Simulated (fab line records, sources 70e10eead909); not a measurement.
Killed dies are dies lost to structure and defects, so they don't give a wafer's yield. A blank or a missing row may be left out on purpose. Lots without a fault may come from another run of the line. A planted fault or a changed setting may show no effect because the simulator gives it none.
Problem report in the 8D (eight disciplines) form, filled by code | flow nand_harc | the parts of the form that need people (team, actions taken, sign-off) are left out

1. THE PROBLEM
killed_at_array at NHARC_END_SORT_01 reads a mean of 674 on 2 wafers of 2 lots; wafers without a fault read 29 with a standard deviation of 12. That is +54 standard deviations from the usual mean.
First seen on wafer L227.6, day 22 05:01, on prober-01. The record holds 6 wafers of 2 lots with a number at this step. Rule for "out", or "out of limits": more than 4 standard deviations from the usual mean. The other wafers with a number count as sound.

2. WHAT IT IS AND WHAT IT IS NOT
question                    | is                           | is not
which readings at this step | killed_at_array, killed_dies | killed_at_other, killed_at_periphery, killed_open, killed_short
which lots                  | L226, L227                   | -
which wafers of those lots  | L226.3, L227.6               | L226.2, L226.5, L227.4, L227.5
read on which gauges        | prober-01, prober-02         | -
when                        | from day 22 05:01            | up to then (2 sound wafers); but 2 sound wafers of L226 came after

3. SUSPECTS, AND WHAT RULES EACH OUT
Counting: a tool at a process step up to the reading stays a suspect if it ran every lot that is out. Sound lots after the first of them don't rule it out here, since some wafers of a struck lot are sound.
- the gauge at NHARC_END_SORT_01: ruled out. The wafers that are out were read on 2 gauges (prober-01, prober-02).
- ald_metal-04 at NHARC_A_WL_FILL_ALD_19 (deposits TiN, target thk 2 nm, pulse time 3 s, ald cycles 100): kept. It ran every lot that is out, first L227 (day 18 22:46).
Left after counting: ald_metal-04 at NHARC_A_WL_FILL_ALD_19.

4. THE CAUSE (what the simulator had put in)
Process parameter drift: ald_metal-04, from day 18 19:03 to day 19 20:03, at NHARC_A_WL_FILL_ALD_19. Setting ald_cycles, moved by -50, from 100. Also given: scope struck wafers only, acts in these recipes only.
Counting left only this tool.

5. THE CHAIN OF EFFECTS, in route order
Each row: a reading whose mean over the struck wafers that have a number lies more than 3 standard deviations from the usual. Only readings for which the record gives a usual standard deviation are gone through. hours: the time from each lot's start at the first step in this table that gives one to its start at this step, as a median over the lots. sigmas: the change in usual standard deviations.
hours | step              | reading         | usual | on struck wafers | change | sigmas
0     | NHARC_END_SORT_01 | killed_at_array | 29    | 674              | +645   | +54
0     | NHARC_END_SORT_01 | killed_dies     | 34    | 677              | +643   | +54

6. WHAT WOULD HAVE CAUGHT IT SOONER
In this record the first reading out of limits at a measuring or inspecting step was taken at day 22 05:01, 82 hours after the fault began at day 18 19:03.
Of the tool readings at NHARC_A_WL_FILL_ALD_19 for which the record gives a usual standard deviation, none was out on any struck wafer, so an alarm limit of 4 standard deviations on them would not have fired.
All the lots that are out (2) had begun NHARC_A_WL_FILL_ALD_19 on ald_metal-04 by day 22 05:01. A hold on the tool at that time would have spared none of them.
